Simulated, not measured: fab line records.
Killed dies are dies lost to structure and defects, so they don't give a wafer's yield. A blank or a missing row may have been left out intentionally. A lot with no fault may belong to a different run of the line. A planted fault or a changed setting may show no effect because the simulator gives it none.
Which tool did it? + flow n5 finfet + 29 wafers from 10 lots sampled at 3 of the route's 1938 steps

## WHAT THE GAUGES SHOWED, per wafer
N5_MOL_CONTACT_COAG_INSPECT_97: inspects for defects (darkfield).
| lot  | measured     | on                | raw defect count |
|------|--------------|-------------------|------------------|
| L364 | day 5 12:08  | defect inspect-01 | 16 20 20         |
| L365 | day 5 15:07  | defect inspect-02 | 41 28 42         |
| L369 | day 6 16:01  | defect inspect-01 | 50 42 50         |
| L371 | day 7 04:21  | defect inspect-01 | 39 27 60         |
| L375 | day 8 06:43  | defect inspect-02 | 28 856           |
| L377 | day 8 22:26  | defect inspect-01 | 34 53 1099       |
| L381 | day 9 18:28  | defect inspect-02 | 41 47 53         |
| L382 | day 10 06:16 | defect inspect-02 | 43 49 66         |
| L386 | day 11 05:37 | defect inspect-01 | 40 12 48         |
| L387 | day 11 12:38 | defect inspect-01 | 45 19 32         |

## TOOL THAT RAN EACH LOT (tool first, then ch and the chambers of the sampled wafers, then the start)
| lot  | N5_MOL_CONTACT_COAG_CVD_140   | N5_MOL_CONTACT_COAG_CMP_52    |
|------|-------------------------------|-------------------------------|
| L364 | cvd w-02 ch 0,1, day 5 08:26  | cmp-02 ch 0,2,3, day 5 08:46  |
| L365 | cvd w-01 ch 0,1, day 5 10:31  | cmp-03 ch 0,1,3, day 5 10:55  |
| L369 | cvd w-01 ch 0, day 6 12:10    | cmp-02 ch 0,1,2, day 6 12:43  |
| L371 | cvd w-01 ch 0,1, day 7 00:40  | cmp-04 ch 1,2,3, day 7 01:02  |
| L375 | cvd w-01 ch 0,1, day 8 03:02  | cmp-02 ch 1,2, day 8 03:26    |
| L377 | cvd w-02 ch 0,1, day 8 18:46  | cmp-02 ch 0,1, day 8 19:05    |
| L381 | cvd w-01 ch 0,1, day 9 14:48  | cmp-04 ch 0,1,3, day 9 15:11  |
| L382 | cvd w-02 ch 0,1, day 10 02:36 | cmp-04 ch 0,2, day 10 02:55   |
| L386 | cvd w-02 ch 0,1, day 11 00:46 | cmp-04 ch 0,2, day 11 01:07   |
| L387 | cvd w-01 ch 1, day 11 08:58   | cmp-03 ch 0,2,3, day 11 09:17 |
- N5_MOL_CONTACT_COAG_CVD_140: deposits W, target thk 66.5 nm, time 215 s.
- N5_MOL_CONTACT_COAG_CMP_52: polishes, stops on SiO2, t overpolish 1.5 s, target thk 66.5 nm.

## THE ANSWER, worked out from the rows above alone
Rule: the lots themselves supply what counts as usual. Put in order of their means at a reading, lots are off if they are a third of the lots or fewer, leave a main group of 4 or more, and stand apart from it by a gap of 3 or more times the standard deviation of the main group's means; of several such gaps the widest counts. A main group whose means are all the same, to the digits that the tables above print for the reading, isn't used. A lot without any number at a reading at which 4 lots or more have one is off too. All remaining lots with rows at the step are treated as sound.
Off: L375, L377, at N5_MOL_CONTACT_COAG_INSPECT_97 (raw defect count). Main group: mean 39, sd 10.
A tool fits if, at a process step before that reading, it ran every lot that is off, and no sound lot after the first of them. Gauges at N5_MOL_CONTACT_COAG_INSPECT_97: tried the same way as those tools. One fits: N5_MOL_CONTACT_COAG_CMP_52 on cmp-02. Its last sound lot is L369 (day 6 12:43), its first lot that is off L375 (day 8 03:26): a fault that began between those two fits.

## WHAT WAS PUT IN BY THE SIMULATOR
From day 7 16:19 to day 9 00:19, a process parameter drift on cmp-02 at N5_MOL_CONTACT_COAG_CMP_52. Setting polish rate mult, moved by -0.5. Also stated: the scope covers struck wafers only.
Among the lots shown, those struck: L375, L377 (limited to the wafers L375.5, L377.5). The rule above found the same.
